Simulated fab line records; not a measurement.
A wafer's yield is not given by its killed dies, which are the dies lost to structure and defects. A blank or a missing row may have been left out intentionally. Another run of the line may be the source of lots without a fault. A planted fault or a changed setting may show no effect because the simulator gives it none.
Split-lot trial / flow n5-finfet / 39 wafers read from 7 lots, route of 1938 steps

## ON THE SPLIT
At N5_WELL_APT_EXPOSE_05 (exposes mask NWELL, defocus 0 nm, target cd 200 nm), the setting dose-mj was moved away from the recipe's 20.3 on 15 of the 39 wafers read, by -6.8% to +7.3%. The other wafers ran this setting at the recipe's value.

## FROM THE SPLIT TO THE READING: what the file shows between them, 3 steps
- N5_WELL_APT_PEB_06: peb time 90 s
- N5_WELL_APT_DEVELOP_07: develop time 45 s
- N5_WELL_APT_HARDBAKE_12: time 120 s

## THE READING
cd-nm (nm) at N5_WELL_APT_CD_MEAS_08, where the cd target is 200 nm. Fault-free wafers of this fab line usually give 199.9 nm, standard deviation 2.3 nm.

wafer=L074.1; tool, chamber at the split=krf-scanner-01, 0; dose-mj as run=18.91; against the recipe=-6.8%; cd-nm, nm=191.3; against lot-mates on the recipe=-9.9
wafer=L074.2; tool, chamber at the split=krf-scanner-01, 0; dose-mj as run=18.91; against the recipe=-6.8%; cd-nm, nm=187.4; against lot-mates on the recipe=-13.8
wafer=L074.3; tool, chamber at the split=krf-scanner-01, 0; dose-mj as run=18.91; against the recipe=-6.8%; cd-nm, nm=185.5; against lot-mates on the recipe=-15.7
wafer=L074.4; tool, chamber at the split=krf-scanner-01, 0; dose-mj as run=20.3; against the recipe=recipe; cd-nm, nm=202.6; against lot-mates on the recipe=-
wafer=L074.5; tool, chamber at the split=krf-scanner-01, 0; dose-mj as run=20.3; against the recipe=recipe; cd-nm, nm=201.7; against lot-mates on the recipe=-
wafer=L074.6; tool, chamber at the split=krf-scanner-01, 0; dose-mj as run=20.3; against the recipe=recipe; cd-nm, nm=199.4; against lot-mates on the recipe=-
wafer=L075.1; tool, chamber at the split=krf-scanner-01, 0; dose-mj as run=20.3; against the recipe=recipe; cd-nm, nm=199.3; against lot-mates on the recipe=-
wafer=L075.2; tool, chamber at the split=krf-scanner-01, 0; dose-mj as run=20.3; against the recipe=recipe; cd-nm, nm=196.1; against lot-mates on the recipe=-
wafer=L075.3; tool, chamber at the split=krf-scanner-01, 0; dose-mj as run=20.3; against the recipe=recipe; cd-nm, nm=196.7; against lot-mates on the recipe=-
wafer=L075.4; tool, chamber at the split=krf-scanner-01, 0; dose-mj as run=20.3; against the recipe=recipe; cd-nm, nm=200.8; against lot-mates on the recipe=-
wafer=L075.5; tool, chamber at the split=krf-scanner-01, 0; dose-mj as run=20.3; against the recipe=recipe; cd-nm, nm=201.0; against lot-mates on the recipe=-
wafer=L075.6; tool, chamber at the split=krf-scanner-01, 0; dose-mj as run=20.3; against the recipe=recipe; cd-nm, nm=197.3; against lot-mates on the recipe=-
wafer=L084.1; tool, chamber at the split=krf-scanner-02, 0; dose-mj as run=20.3; against the recipe=recipe; cd-nm, nm=201.6; against lot-mates on the recipe=-
wafer=L084.2; tool, chamber at the split=krf-scanner-02, 0; dose-mj as run=19.71; against the recipe=-2.9%; cd-nm, nm=199.6; against lot-mates on the recipe=-4.2
wafer=L084.3; tool, chamber at the split=krf-scanner-02, 0; dose-mj as run=19.71; against the recipe=-2.9%; cd-nm, nm=196.0; against lot-mates on the recipe=-7.8
wafer=L084.4; tool, chamber at the split=krf-scanner-02, 0; dose-mj as run=20.3; against the recipe=recipe; cd-nm, nm=203.2; against lot-mates on the recipe=-
wafer=L084.5; tool, chamber at the split=krf-scanner-02, 0; dose-mj as run=20.3; against the recipe=recipe; cd-nm, nm=206.5; against lot-mates on the recipe=-
wafer=L084.6; tool, chamber at the split=krf-scanner-02, 0; dose-mj as run=19.71; against the recipe=-2.9%; cd-nm, nm=195.0; against lot-mates on the recipe=-8.8
wafer=L085.3; tool, chamber at the split=krf-scanner-02, 0; dose-mj as run=20.3; against the recipe=recipe; cd-nm, nm=198.2; against lot-mates on the recipe=-
wafer=L085.4; tool, chamber at the split=krf-scanner-02, 0; dose-mj as run=20.3; against the recipe=recipe; cd-nm, nm=199.9; against lot-mates on the recipe=-
wafer=L085.6; tool, chamber at the split=krf-scanner-02, 0; dose-mj as run=20.3; against the recipe=recipe; cd-nm, nm=200.5; against lot-mates on the recipe=-
wafer=L086.1; tool, chamber at the split=krf-scanner-01, 0; dose-mj as run=18.98; against the recipe=-6.5%; cd-nm, nm=189.1; against lot-mates on the recipe=-10.0
wafer=L086.2; tool, chamber at the split=krf-scanner-01, 0; dose-mj as run=20.3; against the recipe=recipe; cd-nm, nm=197.4; against lot-mates on the recipe=-
wafer=L086.3; tool, chamber at the split=krf-scanner-01, 0; dose-mj as run=20.3; against the recipe=recipe; cd-nm, nm=202.0; against lot-mates on the recipe=-
wafer=L086.4; tool, chamber at the split=krf-scanner-01, 0; dose-mj as run=18.98; against the recipe=-6.5%; cd-nm, nm=190.6; against lot-mates on the recipe=-8.5
wafer=L086.5; tool, chamber at the split=krf-scanner-01, 0; dose-mj as run=20.3; against the recipe=recipe; cd-nm, nm=197.8; against lot-mates on the recipe=-
wafer=L086.6; tool, chamber at the split=krf-scanner-01, 0; dose-mj as run=18.98; against the recipe=-6.5%; cd-nm, nm=190.8; against lot-mates on the recipe=-8.3
wafer=L087.1; tool, chamber at the split=krf-scanner-02, 0; dose-mj as run=19.41; against the recipe=-4.4%; cd-nm, nm=189.2; against lot-mates on the recipe=-10.8
wafer=L087.2; tool, chamber at the split=krf-scanner-02, 0; dose-mj as run=20.3; against the recipe=recipe; cd-nm, nm=202.3; against lot-mates on the recipe=-
wafer=L087.3; tool, chamber at the split=krf-scanner-02, 0; dose-mj as run=19.41; against the recipe=-4.4%; cd-nm, nm=194.9; against lot-mates on the recipe=-5.1
wafer=L087.4; tool, chamber at the split=krf-scanner-02, 0; dose-mj as run=20.3; against the recipe=recipe; cd-nm, nm=197.7; against lot-mates on the recipe=-
wafer=L087.5; tool, chamber at the split=krf-scanner-02, 0; dose-mj as run=20.3; against the recipe=recipe; cd-nm, nm=200.0; against lot-mates on the recipe=-
wafer=L087.6; tool, chamber at the split=krf-scanner-02, 0; dose-mj as run=19.41; against the recipe=-4.4%; cd-nm, nm=193.2; against lot-mates on the recipe=-6.8
wafer=L096.1; tool, chamber at the split=krf-scanner-02, 0; dose-mj as run=20.3; against the recipe=recipe; cd-nm, nm=198.8; against lot-mates on the recipe=-
wafer=L096.2; tool, chamber at the split=krf-scanner-02, 0; dose-mj as run=21.78; against the recipe=+7.3%; cd-nm, nm=213.5; against lot-mates on the recipe=+15.0
wafer=L096.3; tool, chamber at the split=krf-scanner-02, 0; dose-mj as run=21.78; against the recipe=+7.3%; cd-nm, nm=211.7; against lot-mates on the recipe=+13.2
wafer=L096.4; tool, chamber at the split=krf-scanner-02, 0; dose-mj as run=20.3; against the recipe=recipe; cd-nm, nm=198.9; against lot-mates on the recipe=-
wafer=L096.5; tool, chamber at the split=krf-scanner-02, 0; dose-mj as run=20.3; against the recipe=recipe; cd-nm, nm=197.7; against lot-mates on the recipe=-
wafer=L096.6; tool, chamber at the split=krf-scanner-02, 0; dose-mj as run=21.78; against the recipe=+7.3%; cd-nm, nm=212.1; against lot-mates on the recipe=+13.6

FIT RESULTS
A straight line over all 39 wafers: cd-nm changes by +1.65 nm for each +1% of dose-mj; r = +0.93; the points scatter about the line by 2.3 nm.
The same after taking each lot's own level away (the mean of its wafers on the recipe; 39 wafers): +1.79 nm for each +1%; r = +0.95; scatter 2 nm.
Per that fit: largest dose-mj move, reading shift of 13 nm.
Measured against the standard deviation above, the lots' own levels, which go from 198.47 to 203.77 nm, span 2.3 times it.
The two slopes are in agreement: the lot-to-lot level therefore moves the slope only a little.
Check: +12.8 nm against its lot-mates is what the line predicts for one of the wafers moved furthest among these (+7.3%) when that wafer is left out of the fit. It came out at +15 nm against them.

## THE WHOLE CHAIN: every reading that the file lists as answering this split, in the file's order
step=N5_WELL_APT_CD_MEAS_08; what it does=target cd 200 nm; reading=cd-nm; change (the file's fit)=+1.78 nm for each +1% of the setting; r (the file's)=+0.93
step=N5_WELL_APT_DESCUM_13; what it does=chemistry O2, time 7.9 s; reading=WELL_APT.cd-nm (the simulator's own value, which no gauge read); change (the file's fit)=+1.79 nm for each +1% of the setting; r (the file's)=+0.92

## THE FILE'S OWN FIT
cd-nm changes by +1.78 nm for each +1% of dose-mj, r = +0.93.
